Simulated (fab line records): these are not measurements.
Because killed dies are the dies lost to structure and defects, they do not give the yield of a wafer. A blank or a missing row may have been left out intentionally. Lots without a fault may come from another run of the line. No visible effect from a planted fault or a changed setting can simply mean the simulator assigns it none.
fab line records | flow n5_finfet | part 2 of 2: steps 27 to 31 of 31
record: lots: 5 wafers: 15 last_day: 17
route steps=1938 shown MOL_CONTACT_COAG@625 BEOL_M0_SAQP@632
lots that met no fault: taken from a fault-free run of the same line
start_h: hours from the record's first day to the start of the lot's first wafer shown | wait_h: hours since the lot's step before | " as in the row above | L1.1+2: several wafers, shown together as one row | - no value present, or no start provided | * or withheld: withheld | < > ~ a bound
route shown NAME@n: a module of which the file shows steps, and the number in the route of the first | usual: mean/standard deviation of fault-free wafers | same: alike in all rows | chamber/n: place in a boat | sites: each site's reading | _std_site: the standard deviation of these | _edge_site: inner sites' mean taken away from outer sites' mean | radius_mm: for every site, how far away it sits from the centre of the wafer | mask NAME#n: copy n | behind: the most recent tool/chamber to have shaped the wafer | hold: what put the lot on hold/how long, in hours/how the hold closed | device: whichever transistor did not switch (one of n, p or np) | end of line: tests run on the same wafers once the route is complete | for a step that has no rows: nothing shown but its recipe | killed: at the first sort, the dies lost to defects and structure; wafer yield is something else | map: dies across one wafer; x = killed, . = not, _ = none there
set.NAME: the run value of the setting; set.NAME@STEP: its run value at that earlier step | model.NAME: the simulator's own value behind a step, which no gauge read
a table for each step, a row for each wafer; lots at some steps of the route
services: when a tool's chamber went out of use (start_h, in hours from the record's first day, below 0 if earlier), for how many hours, and the reason
== steps ==
step: N5_BEOL_M0_SAQP_DESCUM_19
recipe: chemistry: O2 time_s: 7.9 source_power_w: 50 bias_power_w: 20 pressure_mtorr: 20 rf_frequency_hz: 2.712e+07 temp_c: 40 resist: CAR-ArF o2_flow_sccm: 225
usual: drypump_motor_current_A: 5.7/0.39 oes_product_au: 0.77/0.081 rf_fwd_power_W: 49.29/0.24 rf_vpp_V: 242.7/1 showerhead_plenum_p_Torr: 2.07/0.048 throttle_valve_pct: 20.43/0.25
columns lot.wafer tool chamber start_h wait_h drypump_motor_current_A oes_product_au rf_fwd_power_W rf_hours_counter_h rf_vpp_V showerhead_plenum_p_Torr throttle_valve_pct
L076.1 rie_diel-01 2 121.57 0.7 6.3 0.76 49.21 133 241.6 2.00 20.28
L076.3 " 0 " " 5.6 0.69 49.56 222 242.3 2.09 20.53
L076.5 " 1 " " 5.5 0.75 49.55 - 243.0 2.08 20.52
L081.2 rie_diel-02 2 152.47 0.0 5.1 0.70 49.28 188 242.3 2.09 20.64
L081.3 " 1 " " 5.8 0.97 49.36 13 243.2 2.06 20.17
L081.4 " 3 " " 5.4 0.80 49.46 81 243.7 2.10 19.88
L083.3 rie_diel-03 3 165.23 0.0 5.7 0.74 49.71 186 241.9 2.00 20.51
L083.4 " 1 " " 6.3 0.76 49.08 162 244.6 2.15 20.59
L083.6 " 3 " " 5.8 0.74 49.50 - 241.1 2.00 20.52
L096.1 rie_diel-02 2 241.44 0.5 5.1 0.68 49.11 218 242.5 2.07 20.68
L096.4 " 0 " " 6.3 0.72 48.71 217 243.1 2.03 20.61
L096.5 " 1 " " 5.8 0.90 49.27 - 242.3 2.05 20.23
L097.2 rie_diel-02 2 244.95 0.2 5.2 0.68 49.48 219 243.2 2.07 20.69
L097.4 " 0 " " 6.3 0.73 48.76 219 244.2 2.03 20.61
L097.5 " 3 " " 5.3 0.78 49.37 - 242.3 2.09 19.93
step: N5_BEOL_M0_SAQP_ETCH_83
recipe: chemistry: CF4 target: SiARC target_depth_a: 390 mask_material: CAR-ArF time_s: 65 ion_energy_ev: 80 pressure_mtorr: 40 source_w: 545 bias_w: 36 Ar_flow_sccm: 100 cf4_flow_sccm: 100 ends: cleared
usual: drypump_motor_current_A: 5.7/0.39 etch_rf_on_time_s: 64.7/2.3 oes_product_au: 0.66/0.067 rf_fwd_power_W: 537.2/2.7 rf_vpp_V: 183.9/1 showerhead_plenum_p_Torr: 2.12/0.046 throttle_valve_pct: 15.68/0.28
columns lot.wafer tool chamber start_h wait_h drypump_motor_current_A etch_rf_on_time_s oes_product_au rf_fwd_power_W rf_hours_counter_h rf_vpp_V showerhead_plenum_p_Torr throttle_valve_pct
L076.1 rie_diel-01 2 121.60 0.0 6.3 64.5 0.68 537.6 133 182.7 2.07 15.59
L076.3 " 0 " " 5.7 63.0 0.61 539.6 222 184.5 2.12 15.60
L076.5 " 1 " " 5.4 62.2 0.65 538.9 - 183.9 2.15 15.83
L081.2 rie_diel-02 2 152.51 0.0 5.1 62.5 0.61 538.9 188 184.3 2.12 15.81
L081.3 " 1 " " 5.8 64.0 0.82 533.0 13 183.5 2.12 15.43
L081.4 " 3 " " 5.3 65.6 0.69 538.3 81 185.8 2.14 15.12
L083.3 rie_diel-03 3 165.26 0.0 5.7 62.1 0.64 539.6 186 183.5 2.04 15.64
L083.4 " 1 " " 6.3 66.1 0.65 536.6 162 186.7 2.23 15.98
L083.6 " 3 " " 5.8 62.4 0.64 540.9 - 184.1 2.04 15.64
L096.1 rie_diel-02 2 241.47 0.0 5.1 64.0 0.59 536.3 218 183.8 2.11 15.88
L096.4 " 0 " " 6.2 65.8 0.61 532.5 217 184.4 2.14 16.11
L096.5 " 1 " " 5.7 64.5 0.76 539.5 - 183.9 2.11 15.47
L097.2 rie_diel-02 2 244.98 0.0 5.1 61.7 0.59 537.7 219 183.2 2.11 15.89
L097.4 " 0 " " 6.2 65.7 0.60 532.3 219 184.7 2.14 16.12
L097.5 " 3 " " 5.4 66.2 0.67 536.0 - 184.2 2.13 15.17
step: N5_BEOL_M0_SAQP_ETCH_84
recipe: chemistry: N2/H2 target: SOC target_depth_a: 1000 overetch_a: 200 mask_material: SiARC temp_c: 40 time_s: 150 ion_energy_ev: 200 pressure_mtorr: 30 source_w: 840 bias_w: 150 n2_flow_sccm: 200 h2_flow_sccm: 200
usual: drypump_motor_current_A: 5.7/0.39 oes_product_au: 0.69/0.069 rf_fwd_power_W: 835.6/2.8 rf_vpp_V: 523.2/1.7 showerhead_plenum_p_Torr: 2.52/0.059 throttle_valve_pct: 17.9/0.34
columns lot.wafer tool chamber start_h wait_h drypump_motor_current_A oes_product_au rf_fwd_power_W rf_hours_counter_h rf_vpp_V showerhead_plenum_p_Torr throttle_valve_pct
L076.1 rie_diel-01 2 121.65 0.0 6.2 0.70 834.5 133 521.5 2.47 18.0
L076.3 " 0 " " 5.7 0.63 839.0 222 524.2 2.51 17.7
L076.5 " 1 " " 5.5 0.66 840.3 - 523.6 2.53 17.9
L081.2 rie_diel-02 2 152.56 0.0 5.1 0.62 835.8 188 523.9 2.53 18.0
L081.3 " 1 " " 5.7 0.84 834.8 13 523.8 2.49 17.5
L081.4 " 3 " " 5.4 0.73 834.3 82 524.4 2.56 17.4
L083.3 rie_diel-03 3 165.31 0.0 5.8 0.65 836.9 186 520.1 2.40 17.6
L083.4 " 1 " " 6.2 0.69 829.4 162 527.3 2.64 18.2
L083.6 " 3 " " 5.7 0.65 836.6 - 518.7 2.40 17.6
L096.1 rie_diel-02 2 241.52 0.0 5.2 0.60 839.0 218 522.8 2.52 18.0
L096.4 " 0 " " 6.3 0.64 832.1 217 522.6 2.54 18.5
L096.5 " 1 " " 5.8 0.80 834.7 - 522.1 2.48 17.6
L097.2 rie_diel-02 2 245.03 0.0 5.2 0.61 834.2 219 522.4 2.52 18.0
L097.4 " 0 " " 6.2 0.65 836.2 219 523.3 2.54 18.6
L097.5 " 3 " " 5.4 0.71 835.3 - 525.2 2.55 17.4
step: N5_BEOL_M0_SAQP_STRIP_80
recipe: chemistry: N2/H2 temp_c: 40 n2_flow_sccm: 200 h2_flow_sccm: 200 rf_frequency_hz: 6e+07
columns lot.wafer tool chamber start_h wait_h
L076.1+3+5 rie_diel-01 2,0,1 121.75 0.0
L081.2+3+4 rie_diel-02 2,1,3 152.65 0.0
L083.3+4+6 rie_diel-03 3,1,3 165.41 0.0
L096.1+4+5 rie_diel-02 2,0,1 241.62 0.0
L097.2+4+5 rie_diel-02 2,0,3 245.13 0.0
step: N5_BEOL_M0_SAQP_HM_OPEN_112
recipe: chemistry: CHF3/O2 target: SiO2 stop_on: a-Si target_depth_a: 120 over_etch_frac: 1.25 mask_material: SOC time_s: 13.5 pressure_mtorr: 30 source_w: 650 bias_w: 170 Ar_flow_sccm: 200 CHF3_flow_sccm: 50 O2_flow_sccm: 5 ion_energy_ev: 200 ends: end_point
usual: drypump_motor_current_A: 5.7/0.39 oes_f_703_au: 0.77/0.073 oes_product_au: 0.50/0.05 rf_fwd_power_W: 643.7/2.7 rf_vpp_V: 524/17 showerhead_plenum_p_Torr: 2.39/0.057 throttle_valve_pct: 18.89/0.29
columns lot.wafer tool chamber start_h wait_h drypump_motor_current_A oes_f_703_au oes_product_au rf_fwd_power_W rf_hours_counter_h rf_vpp_V showerhead_plenum_p_Torr throttle_valve_pct
L076.1 rie_diel-01 2 121.76 0.0 6.3 0.79 0.52 643.3 133 548 2.30 18.67
L076.3 " 0 " " 5.7 0.73 0.46 644.9 222 543 2.38 18.72
L076.5 " 1 " " 5.5 0.77 0.48 646.6 - 505 2.44 19.17
L081.2 rie_diel-02 2 152.66 0.0 5.2 0.73 0.46 646.4 188 528 2.38 18.95
L081.3 " 1 " " 5.8 0.94 0.61 646.7 14 534 2.37 18.61
L081.4 " 3 " " 5.3 0.82 0.53 643.5 82 530 2.43 18.43
L083.3 rie_diel-03 3 165.42 0.0 5.8 0.77 0.47 643.2 186 494 2.30 18.85
L083.4 " 1 " " 6.3 0.77 0.50 641.2 162 530 2.50 19.15
L083.6 " 3 " " 5.8 0.77 0.48 644.6 - 492 2.30 18.86
L096.1 rie_diel-02 2 241.63 0.0 5.1 0.71 0.44 641.9 218 527 2.37 19.02
L096.4 " 0 " " 6.2 0.71 0.46 643.9 217 500 2.41 19.38
L096.5 " 1 " " 5.7 0.89 0.59 641.6 - 534 2.36 18.65
L097.2 rie_diel-02 2 245.14 0.0 5.1 0.71 0.44 644.7 219 529 2.37 19.01
L097.4 " 0 " " 6.3 0.70 0.47 639.0 219 499 2.41 19.39
L097.5 " 3 " " 5.4 0.78 0.52 641.1 - 528 2.42 18.49
== services ==
columns tool chamber start_h hours kind
rie_diel-01 2 96.68 7.6 repair
pecvd-04 - 105.09 5.5 pm
cmp-02 - 118.62 3.4 pm
pvd_sputter-02 - 121.61 1.8 repair
pecvd-03 - 122.85 0.5 repair
cmp-04 - 135.90 6.4 pm
rie_diel-01 0 137.19 2.4 repair
pecvd-04 - 137.74 1.3 repair
pecvd-04 2 140.57 11.5 repair
pecvd-02 1 152.91 1.9 repair
cmp-04 - 158.77 1.5 repair
arfi_scanner-03 - 169.32 1.0 pm
arfi_scanner-03 - 170.32 0.8 pm
arfi_scanner-03 - 176.06 1.3 pm
rie_diel-01 3 176.74 8.3 repair
pecvd-04 - 180.14 0.9 repair
cmp-04 - 184.10 1.0 repair
cmp-04 - 190.04 7.5 pm
cmp-04 - 199.68 1.3 repair
pecvd-04 1 209.48 10.2 repair
pecvd-03 - 221.28 2.8 pm
pecvd-02 - 225.45 14.6 pm
arfi_scanner-03 - 227.60 1.0 pm
rie_diel-03 - 234.90 15.6 pm
